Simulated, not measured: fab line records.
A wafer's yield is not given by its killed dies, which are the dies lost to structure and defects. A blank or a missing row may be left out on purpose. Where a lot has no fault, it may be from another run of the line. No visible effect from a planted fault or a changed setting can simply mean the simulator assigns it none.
Chamber matching || flow n5-finfet || N5_BEOL_M0_CO_CAP_123 on cvd-co-01: 3 sister chambers
The step material Co, precursor CCTBA/H2, target thk 2 nm, time 102.1 s. 3 wafers are shown with their chamber, then 8 later ones without.

WAFERS, EACH WITH ITS CHAMBER
{"wafer": "L090.2", "chamber": 2, "heater-power-w (W)": 185}
{"wafer": "L093.3", "chamber": 0, "heater-power-w (W)": 257}
{"wafer": "L094.1", "chamber": 1, "heater-power-w (W)": 261}

WAFERS WITHOUT THEIR CHAMBER
{"wafer": "L094.5", "heater-power-w (W)": 256}
{"wafer": "L094.6", "heater-power-w (W)": 264}
{"wafer": "L095.2", "heater-power-w (W)": 259}
{"wafer": "L095.3", "heater-power-w (W)": 257}
{"wafer": "L095.4", "heater-power-w (W)": 259}
{"wafer": "L097.3", "heater-power-w (W)": 180}
{"wafer": "L097.5", "heater-power-w (W)": 188}
{"wafer": "L097.6", "heater-power-w (W)": 261}

THE CHAMBER EACH PASSED THROUGH
{"wafer": "L094.5", "from the rows above": "can't be placed: 0 or 1", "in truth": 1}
{"wafer": "L094.6", "from the rows above": "can't be placed: 1 or 0", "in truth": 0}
{"wafer": "L095.2", "from the rows above": "can't be placed: 0 or 1", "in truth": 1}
{"wafer": "L095.3", "from the rows above": "can't be placed: 0 or 1", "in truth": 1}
{"wafer": "L095.4", "from the rows above": "can't be placed: 0 or 1", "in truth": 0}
{"wafer": "L097.3", "from the rows above": 2, "in truth": 2}
{"wafer": "L097.5", "from the rows above": 2, "in truth": 2}
{"wafer": "L097.6", "from the rows above": "can't be placed: 1 or 0", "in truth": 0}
Correctly placed: 2 of 8. From these rows, 6 cannot be placed; in 6 the true chamber is one of the candidates. 0 placed wrongly.
How it was worked out, from the rows above alone: a wafer's distance from a chamber is the root of the sum, over the readings, of the square of ((its reading less the chamber's mean) divided by the reading's scatter). The wafer belongs to the nearest chamber; if the next one is less than 2 further off, it can't be placed. A chamber's mean is the mean of its shown wafers. The scatter: root of mean squared gap, hidden wafer to nearest shown wafer, with one shown wafer a chamber.
